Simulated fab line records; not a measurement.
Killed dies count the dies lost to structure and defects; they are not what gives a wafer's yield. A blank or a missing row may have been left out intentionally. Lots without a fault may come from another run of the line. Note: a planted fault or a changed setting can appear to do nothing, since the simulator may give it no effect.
Chamber matching ; flow n5_finfet ; N5_SD_EPI_N_DESCUM_14 on rie_diel-02 has 4 sister chambers
The step chemistry O2, time 7.9 s. 24 wafers are shown with their chamber, then 12 later ones without.

WAFERS PAIRED WITH THEIR CHAMBERS
wafer;chamber;showerhead_plenum_p_Torr (Torr);throttle_valve_pct (%);oes_product_au (a.u.)
L076.1;0;2.12;20.12;0.85
L076.2;3;2.06;20.37;0.98
L076.4;1;2.13;20.56;0.70
L079.1;1;2.13;20.56;0.70
L079.2;3;2.06;20.39;0.96
L079.6;1;2.13;20.57;0.70
L080.1;0;2.12;20.17;0.83
L080.2;3;2.06;20.39;0.95
L080.3;1;2.12;20.57;0.69
L080.4;2;2.03;20.35;0.80
L080.5;0;2.12;20.14;0.84
L080.6;3;2.06;20.41;0.94
L082.4;3;2.06;20.38;0.92
L082.5;0;2.12;20.16;0.82
L082.6;1;2.12;20.56;0.67
L083.1;0;2.12;20.16;0.82
L083.2;3;2.05;20.41;0.92
L083.3;1;2.12;20.58;0.68
L083.4;2;2.03;20.39;0.80
L083.5;0;2.12;20.17;0.82
L083.6;3;2.05;20.37;0.93
L088.1;1;2.12;20.60;0.67
L088.4;2;2.03;20.40;0.78
L088.5;1;2.12;20.58;0.68

SIGNATURES (means of the wafers above)
reading;chamber 0;chamber 1;chamber 2;chamber 3;scatter within a chamber
showerhead_plenum_p_Torr;2.1200;2.1238;2.0300;2.0571;0.00406
throttle_valve_pct;20.1533;20.5725;20.3800;20.3886;0.0178
oes_product_au;0.8300;0.6863;0.7933;0.9429;0.0161
Rule: a wafer lies at a distance from a chamber equal to the root of the sum of squares, over the readings, of (its reading less the chamber's mean, divided by the reading's scatter). The wafer belongs to the nearest chamber; if the next one is less than 2 further off, it can't be placed. The scatter: the root of (the sum of the squares of (reading less its chamber's mean) over the shown wafers, divided by (wafers less chambers)).

WAFERS WHOSE CHAMBER IS MISSING
wafer;showerhead_plenum_p_Torr (Torr);throttle_valve_pct (%);oes_product_au (a.u.)
L087.1;2.12;20.59;0.68
L087.3;2.03;20.41;0.79
L087.4;2.03;20.39;0.78
L089.3;2.11;20.18;0.81
L089.5;2.12;20.59;0.67
L089.6;2.11;20.19;0.80
L090.3;2.02;20.38;0.78
L090.4;2.05;20.41;0.91
L090.6;2.02;20.40;0.77
L096.3;2.02;20.41;0.76
L096.5;2.10;20.19;0.80
L096.6;2.11;20.23;0.95

WHICH CHAMBER EACH ONE RAN IN
wafer;from the rows above;in truth
L087.1;1;1
L087.3;2;2
L087.4;2;2
L089.3;0;0
L089.5;1;1
L089.6;0;0
L090.3;2;2
L090.4;3;3
L090.6;2;2
L096.3;2;2
L096.5;0;0
L096.6;0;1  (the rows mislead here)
Correctly placed: 11 of 12. From these rows, 0 cannot be placed. Placed wrongly: 1.
